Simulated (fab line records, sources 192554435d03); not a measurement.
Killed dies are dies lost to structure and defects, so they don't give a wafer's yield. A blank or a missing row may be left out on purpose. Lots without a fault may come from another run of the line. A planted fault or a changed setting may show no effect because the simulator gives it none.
A struck lot beside a sound one | flow n5_finfet | 37 steps out of a route of 1938
Sound: wafers L954.1, L954.3, L954.5. Struck: wafers L952.2, L952.3, L952.6. The cause comes at the end.
At each step with rows: each side's tool, then ch and its chambers, then its first start. Under that, the readings that differ: sound wafers | struck wafers | difference of the means | sigmas: that difference in standard deviations of wafers without a fault.
alike: readings whose means differ by less than 2 such deviations, and words and numbers that are the same on both sides. not compared: withheld readings, readings that some wafer has no value for, bounds like >300 that may hide the same value, and numbers for which the record gives no deviation and whose values overlap.
The two part at a step that has a row with sigmas, a row that says differs or no value, or rows on one side only. Numbers that don't overlap but have no deviation are shown without sigmas and don't part them. A reading that every wafer of one side lacks parts them only if that side has two wafers or more.

first, 9 steps without rows for these wafers: N5_HKMG_FIN_EBR_45; N5_HKMG_FIN_SOFTBAKE_44 (time 60 s); N5_HKMG_FIN_EXPOSE_46 (exposes mask NDIPOLE); N5_HKMG_FIN_PEB_47 (peb time 60 s); N5_HKMG_FIN_DEVELOP_48 (develop time 30 s); N5_HKMG_FIN_DESCUM_53 (chemistry O2, time 7.9 s); N5_HKMG_FIN_ETCH_54 (etches SiARC in CF4, target depth 45.5 nm, time 75.8 s); N5_HKMG_FIN_ETCH_55 (etches SOC in N2/H2, target depth 240 nm, time 300 s); N5_HKMG_FIN_STRIP_56 (strips in N2/H2).
N5_HKMG_FIN_STRIP_57: strips in CF4.
  sound on rie_diel-05 ch 0,1,3, day 5 18:14; struck on rie_diel-05 ch 0,1,3, day 5 04:24
  no value came back on the struck wafers for any of 7 readings (bias_power_w (W), cf4_flow_sccm (sccm) and others); on the sound wafers bias_power_w (W) reads 74.79 75.38 75.18
  reading                                     | sound | struck       | difference | sigmas
  model.SiARC_of_HKMG_FIN_COAT_42.thk_nm (nm) | 0 0 0 | 21.6 21.4 22 | +21.7      |
  not compared: rf_fwd_power_W, rf_hours_counter_h
then, 3 steps without rows for these wafers: N5_HKMG_FIN_ETCH_58 (etches SOC in N2/H2, target depth 215.8 nm, time 741 s); N5_HKMG_FIN_STRIP_93 (strips SOC in N2/H2, time 20 s); N5_HKMG_FIN_WET_ETCH_76 (etches Al2O3 in dNH4OH, stops on La2O3, target depth 2.25 nm, rinse time 30 s).
N5_HKMG_FIN_STRIP_60: strips in N2/H2, time 360 s.
  sound on plasma_asher-02 ch 0,1, day 5 18:50; struck on plasma_asher-02 ch 0,1, day 5 05:00
  reading                                   | sound | struck         | difference | sigmas
  model.SOC_of_HKMG_FIN_COAT_41.thk_nm (nm) | 0 0 0 | 81.8 68.4 88.2 | +79.5      |
  alike: drypump_motor_current_A, h2_flow_sccm, heater_power_w
  not compared: rf_hours_counter_h
then, 19 steps without rows for these wafers: N5_HKMG_FIN_WET_ETCH_77 (etches La2O3 in dHCl, stops on HfO2, target depth 2 nm); N5_HKMG_FIN_WET_ETCH_78 (etches Al2O3 in dNH4OH, stops on La2O3, target depth 4.5 nm, rinse time 30 s); N5_HKMG_FIN_ALD_79 (deposits TiN, target thk 1.5 nm, pulse time 1 s, purge time 3 s); N5_HKMG_FIN_CVD_62 (deposits a-Si from Si2H6, target thk 3 nm, time 20.8 s); N5_HKMG_FIN_RTA_80 (time 2 s); N5_HKMG_FIN_PRECLEAN_64 (cleans in dHF, time 30 s); N5_HKMG_FIN_WET_ETCH_65 (etches a-Si in TMAH, stops on TiN, time 49 s, target depth 3 nm); N5_HKMG_FIN_WET_ETCH_81 (etches TiN in SC1, stops on HfO2, time 57 s, target depth 6 nm); N5_HKMG_FIN_WET_ETCH_82 (etches La2O3 in dHCl, stops on HfO2, target depth 2 nm, rinse time 30 s); N5_HKMG_FIN_ALD_36 (deposits TiN, target thk 1 nm, pulse time 1 s, purge time 3 s); N5_HKMG_FIN_PWFM_ALD_03 (deposits TiN, target thk 2 nm, pulse time 1 s, purge time 3 s); N5_HKMG_FIN_COAT_29 (time 60 s, resist thk 300 nm); N5_HKMG_FIN_COAT_30 (time 60 s, resist thk 35 nm); N5_HKMG_FIN_COAT_06 (resist thk 90 nm); N5_HKMG_FIN_EBR_08; N5_HKMG_FIN_SOFTBAKE_07 (time 60 s); N5_HKMG_FIN_EXPOSE_09 (exposes mask NWFM); N5_HKMG_FIN_PEB_10 (peb time 60 s); N5_HKMG_FIN_DEVELOP_11 (develop time 30 s).
N5_HKMG_FIN_INSPECT_14: inspects for defects (macro).
  sound on defect_inspect-01, day 5 21:18; struck on defect_inspect-01, day 5 07:20
  reading          | sound | struck   | difference | sigmas
  raw_defect_count | 4 2 1 | 22 25 17 | +19        | +15
then, 1 step without rows for these wafers: N5_HKMG_FIN_DESCUM_17 (chemistry O2, time 7.9 s).
N5_BEOL_M4_RC_MEAS_101:
  the record has rows for the sound wafers here (prober-02 ch 0, day 9 15:39) and none for the struck ones
-- the record jumps here: 8 days lie between the struck wafers' starts before and after (it left off in module BEOL_M4 and takes up again in module PASSIVATION, whose first step shown is number 1936 of the route) --
N5_PASSIVATION_PROBE_49:
  the record has rows for the struck wafers here (prober-02, day 13 08:06) and none for the sound ones

WHERE THEY PART
First at N5_HKMG_FIN_STRIP_57; last, within this record, at N5_PASSIVATION_PROBE_49.

WHY: what the simulator had put in
Skipped step whole: rie_diel-05, from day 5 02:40 on, at N5_HKMG_FIN_STRIP_57. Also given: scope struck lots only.
